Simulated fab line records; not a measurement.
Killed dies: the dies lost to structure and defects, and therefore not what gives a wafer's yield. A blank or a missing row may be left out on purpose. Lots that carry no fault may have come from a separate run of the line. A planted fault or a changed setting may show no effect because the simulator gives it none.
Which tool did it? ; flow n5 finfet ; 24 lots, 72 wafers sampled, at 5 steps of a route of 1938

## WHAT EACH GAUGE READ, for each wafer
N5_BEOL_M14_OCD_MEAS_35.
lot;measured;on;trench depth nm (nm)
L074;day 11 09:02;ocd-01;552 556 552
L075;day 11 20:52;ocd-01;551 552 552
L077;day 11 21:17;ocd-01;568 563 552
L079;day 12 00:32;ocd-01;562 544 560
L076;day 12 01:53;ocd-02;571 563 551
L078;day 12 04:23;ocd-01;557 555 553
L080;day 12 19:25;ocd-01;549 554 557
L082;day 13 00:52;ocd-02;548 550 565
L081;day 13 04:20;ocd-02;553 557 557
L083;day 13 09:45;ocd-02;564 551 564
L085;day 13 23:03;ocd-01;555 554 547
L086;day 14 04:41;ocd-01;550 557 557
L084;day 14 18:03;ocd-02;541 551 542
L088;day 14 18:34;ocd-01;548 555 549
L087;day 15 00:27;ocd-01;544 550 546
L089;day 15 05:22;ocd-01;554 553 556
L091;day 15 10:59;ocd-02;550 553 547
L090;day 15 11:50;ocd-01;546 551 560
L093;day 15 19:10;ocd-01;560 570 548
L092;day 16 02:00;ocd-02;562 565 554
L094;day 16 15:27;ocd-02;552 559 563
L095;day 16 15:51;ocd-02;559 553 555
L096;day 16 23:21;ocd-02;561 564 554
L097;day 17 06:26;ocd-02;556 557 557

N5_BEOL_M15_OVL_MEAS_29.
lot;measured;on;M15_OVL (nm)
L074;day 11 13:08;overlay-02;-3 -1 -9
L075;day 12 01:42;overlay-02;4 -2 -3
L077;day 12 02:06;overlay-02;1 -2 3
L079;day 12 04:31;overlay-01;13 11 8
L076;day 12 06:43;overlay-01;-5 3 -8
L078;day 12 10:17;overlay-02;7 -1 2
L080;day 12 23:56;overlay-02;-9 1 -5
L082;day 13 04:53;overlay-02;0 5 1
L081;day 13 08:53;overlay-01;-3 2 -1
L083;day 13 16:37;overlay-01;-3 -9 -4
L085;day 14 04:19;overlay-01;3 3 0
L086;day 14 09:46;overlay-02;5 -2 -2
L084;day 15 02:59;overlay-02;-4 -11 -8
L088;day 15 04:32;overlay-02;0 4 -5
L087;day 15 06:18;overlay-01;-5 -3 -3
L089;day 15 10:23;overlay-01;6 4 2
L091;day 15 16:52;overlay-01;-8 0 -5
L090;day 15 17:46;overlay-01;-4 -5 -5
L093;day 16 01:39;overlay-01;9 -1 2
L092;day 16 07:47;overlay-01;-5 -5 -9
L094;day 16 19:38;overlay-01;0 7 5
L095;day 16 19:59;overlay-02;-2 -1 -8
L096;day 17 05:44;overlay-02;0 2 -12
L097;day 17 13:56;overlay-02;5 0 1

## WHAT TOOL EACH LOT RAN ON (gives the tool, then ch and the chambers of the sampled wafers, and finally the start)
lot;N5_BEOL_M14_ETCH_38;N5_BEOL_M14_DEP_53;N5_BEOL_M15_ILD_DEP_00
L074;rie diel-04 ch 0,1,3, day 11 10:46 or earlier;pecvd-03 ch 0,1,2, day 11 10:46;pecvd-02 ch 1,2, day 11 10:53
L075;rie diel-05 ch 0,3, day 11 23:22 or earlier;pecvd-03 ch 0,1,2, day 11 23:22;pecvd-01 ch 0,2, day 11 23:30
L077;rie diel-06 ch 1,2,3, day 11 23:38 or earlier;pecvd-03 ch 1,2, day 11 23:38;pecvd-02 ch 0,1,2, day 11 23:46
L079;rie diel-06 ch 0,2,3, day 12 02:10 or earlier;pecvd-01 ch 0,1,2, day 12 02:10;pecvd-02 ch 0,1, day 12 02:18
L076;rie diel-05 ch 0,2,3, day 12 04:25 or earlier;pecvd-04 ch 0,1,2, day 12 04:25;pecvd-01 ch 0,1,2, day 12 04:33
L078;rie diel-04 ch 1,2,3, day 12 07:49 or earlier;pecvd-01 ch 0,2, day 12 07:49;pecvd-04 ch 0,1,2, day 12 07:57
L080;rie diel-04 ch 0,1,3, day 12 21:30 or earlier;pecvd-03 ch 0,2, day 12 21:30;pecvd-02 ch 0,1,2, day 12 21:38
L082;rie diel-05 ch 0,1,3, day 13 02:28 or earlier;pecvd-01 ch 2, day 13 02:28;pecvd-02 ch 0,1,2, day 13 02:37
L081;rie diel-06 ch 0,3, day 13 06:33 or earlier;pecvd-01 ch 2, day 13 06:33;pecvd-04 ch 0,1,2, day 13 06:43
L083;rie diel-06 ch 0,1, day 13 14:11 or earlier;pecvd-01 ch 2, day 13 14:11;pecvd-01 ch 0, day 13 14:20
L085;rie diel-05 ch 0,2,3, day 14 02:08 or earlier;pecvd-03 ch 0,1,2, day 14 02:08;pecvd-01 ch 0,1,2, day 14 02:16
L086;rie diel-04 ch 0,1,3, day 14 07:02 or earlier;pecvd-03 ch 1,2, day 14 07:02;pecvd-04 ch 0,1,2, day 14 07:11
L084;rie diel-06 ch 1,2,3, day 15 00:47 or earlier;pecvd-01 ch 1,2, day 15 00:47;pecvd-04 ch 0,2, day 15 00:55
L088;rie diel-06 ch 2,3, day 15 02:17 or earlier;pecvd-04 ch 0,2, day 15 02:17;pecvd-02 ch 0,1, day 15 02:25
L087;rie diel-04 ch 0,1,2, day 15 03:28 or earlier;pecvd-01 ch 0,1,2, day 15 03:28;pecvd-04 ch 0,1,2, day 15 03:35
L089;rie diel-05 ch 1,2, day 15 07:58 or earlier;pecvd-01 ch 1,2, day 15 07:58;pecvd-04 ch 0,1, day 15 08:05
L091;rie diel-04 ch 1,2,3, day 15 14:33 or earlier;pecvd-01 ch 0,1,2, day 15 14:33;pecvd-04 ch 0,1,2, day 15 14:41
L090;rie diel-04 ch 0,3, day 15 15:32 or earlier;pecvd-03 ch 0,1,2, day 15 15:32;pecvd-02 ch 0,2, day 15 15:40
L093;rie diel-05 ch 1,2,3, day 15 22:43 or earlier;pecvd-04 ch 0,1,2, day 15 22:43;pecvd-02 ch 1,2, day 15 22:51
L092;rie diel-06 ch 1,2, day 16 05:20 or earlier;pecvd-04 ch 0,2, day 16 05:20;pecvd-02 ch 0,1,2, day 16 05:28
L094;rie diel-05 ch 0,1, day 16 17:20 or earlier;pecvd-01 ch 0,2, day 16 17:20;pecvd-04 ch 0,1,2, day 16 17:28
L095;rie diel-05 ch 0,1,2, day 16 17:29 or earlier;pecvd-03 ch 0,2, day 16 17:29;pecvd-02 ch 0,1, day 16 17:37
L096;rie diel-05 ch 0,1,2, day 17 03:17 or earlier;pecvd-04 ch 0,2, day 17 03:17;pecvd-02 ch 1,2, day 17 03:25
L097;rie diel-04 ch 0,1,3, day 17 11:38 or earlier;pecvd-01 ch 0,2, day 17 11:38;pecvd-02 ch 1,2, day 17 11:46
- N5_BEOL_M14_ETCH_38: etches SiCN in CF4/N2, target depth 106.5 nm, time 120.6 s.
- N5_BEOL_M14_DEP_53: deposits SiCN from 3MS/NH3, target thk 50 nm, time 17.8 s.
- N5_BEOL_M15_ILD_DEP_00: deposits SiO2 from TEOS/O2, target thk 1629.3 nm, time 346.1 s.

## WHAT THE TOOLS THEMSELVES READ (means of the sampled wafers that have a number; where no wafer has one, the mark that the record gives instead)
N5_BEOL_M14_ETCH_38.
lot;tool;bias w (W);drypump motor current A (A);oes product au (a.u.);rf vpp V (V);showerhead plenum p Torr (Torr);throttle valve pct (%)
L074;rie diel-04;70.05;5.7;0.86;382.9;2.24;15.18
L075;rie diel-05;69.80;5.4;0.88;384.8;2.28;15.34
L077;rie diel-06;69.95;6.2;0.85;383.1;2.26;15.23
L079;rie diel-06;70.19;6.0;0.81;382.4;2.22;15.22
L076;rie diel-05;70.08;5.6;0.88;384.1;2.25;15.17
L078;rie diel-04;69.84;5.8;0.83;382.5;2.23;15.27
L080;rie diel-04;69.95;5.7;0.83;382.2;2.23;15.20
L082;rie diel-05;69.94;5.5;0.82;383.8;2.26;15.33
L081;rie diel-06;69.94;6.4;0.86;383.6;2.29;14.98
L083;rie diel-06;70.06;6.3;0.78;383.9;2.27;15.40
L085;rie diel-05;69.87;5.6;0.85;382.6;2.24;15.21
L086;rie diel-04;70.28;5.7;0.82;383.6;2.23;15.22
L084;rie diel-06;69.88;6.2;0.81;382.8;2.25;15.27
L088;rie diel-06;69.84;6.0;0.79;381.7;2.18;15.31
L087;rie diel-04;70.07;5.8;0.79;383.0;2.22;15.43
L089;rie diel-05;69.92;5.7;0.77;383.1;2.25;15.12
L091;rie diel-04;70.12;5.8;0.80;382.6;2.22;15.33
L090;rie diel-04;69.98;5.5;0.83;382.8;2.23;15.24
L093;rie diel-05;70.01;5.8;0.79;382.9;2.22;15.22
L092;rie diel-06;70.14;5.9;0.74;381.4;2.17;15.54
L094;rie diel-05;69.93;5.5;0.71;385.1;2.29;15.44
L095;rie diel-05;70.10;5.5;0.76;384.3;2.27;15.31
L096;rie diel-05;69.82;5.5;0.75;384.9;2.27;15.32
L097;rie diel-04;70.09;5.7;0.79;382.4;2.22;15.28

N5_BEOL_M14_DEP_53.
lot;tool;showerhead plenum p Torr (Torr);throttle valve pct (%)
L074;pecvd-03;4.184;17.5
L075;pecvd-03;4.186;17.4
L077;pecvd-03;4.185;17.6
L079;pecvd-01;4.165;17.9
L076;pecvd-04;4.179;17.2
L078;pecvd-01;4.162;17.7
L080;pecvd-03;4.179;17.3
L082;pecvd-01;4.157;17.5
L081;pecvd-01;4.164;17.5
L083;pecvd-01;4.162;17.6
L085;pecvd-03;4.185;17.5
L086;pecvd-03;4.182;17.5
L084;pecvd-01;4.171;17.7
L088;pecvd-04;4.171;17.4
L087;pecvd-01;4.170;18.2
L089;pecvd-01;4.166;17.6
L091;pecvd-01;4.161;18.0
L090;pecvd-03;4.175;17.4
L093;pecvd-04;4.177;17.4
L092;pecvd-04;4.183;17.8
L094;pecvd-01;4.164;18.2
L095;pecvd-03;4.189;17.4
L096;pecvd-04;4.181;17.8
L097;pecvd-01;4.165;18.1

N5_BEOL_M15_ILD_DEP_00.
lot;tool;heater power w (W);showerhead plenum p Torr (Torr);throttle valve pct (%)
L074;pecvd-02;485;8.34;19.0
L075;pecvd-01;568;8.36;19.1
L077;pecvd-02;558;8.33;19.2
L079;pecvd-02;571;8.30;20.2
L076;pecvd-01;491;8.37;18.7
L078;pecvd-04;572;8.36;17.7
L080;pecvd-02;529;8.33;19.4
L082;pecvd-02;544;8.33;19.2
L081;pecvd-04;502;8.37;17.7
L083;pecvd-01;557;8.36;20.0
L085;pecvd-01;519;8.36;18.7
L086;pecvd-04;532;8.36;17.8
L084;pecvd-04;530;8.38;18.3
L088;pecvd-02;677;8.28;20.5
L087;pecvd-04;577;8.37;17.9
L089;pecvd-04;546;8.38;18.0
L091;pecvd-04;560;8.36;17.8
L090;pecvd-02;533;8.35;18.5
L093;pecvd-02;461;8.37;18.2
L092;pecvd-02;565;8.31;19.3
L094;pecvd-04;554;8.37;18.0
L095;pecvd-02;552;8.32;20.1
L096;pecvd-02;444;8.34;18.2
L097;pecvd-02;416;8.34;19.1

## THE ANSWER, worked out from the rows above alone
Rule: what is usual is taken from the lots themselves. Put in order of their means at a reading, lots are off if they are a third of the lots or fewer, leave a main group of 4 or more, and stand apart from it by a gap of 3 or more times the standard deviation of the main group's means; of several such gaps the widest counts. A main group whose means are all the same, to the digits that the tables above print for the reading, isn't used. Also off: a lot with no number at a reading for which 4 or more lots have one. Any other lot the step has rows for is counted as sound. After the gauges, taken in route order, come the tools' own readings; for these a lot's mean is taken, as printed above. The first step at which some lot is off is used, and at that step the reading that is off furthest; a lot without a number counts as furthest.
Across all readings shown, no lot is off: no conclusion can be drawn from this.

## WHAT THE SIMULATOR HAD INSERTED
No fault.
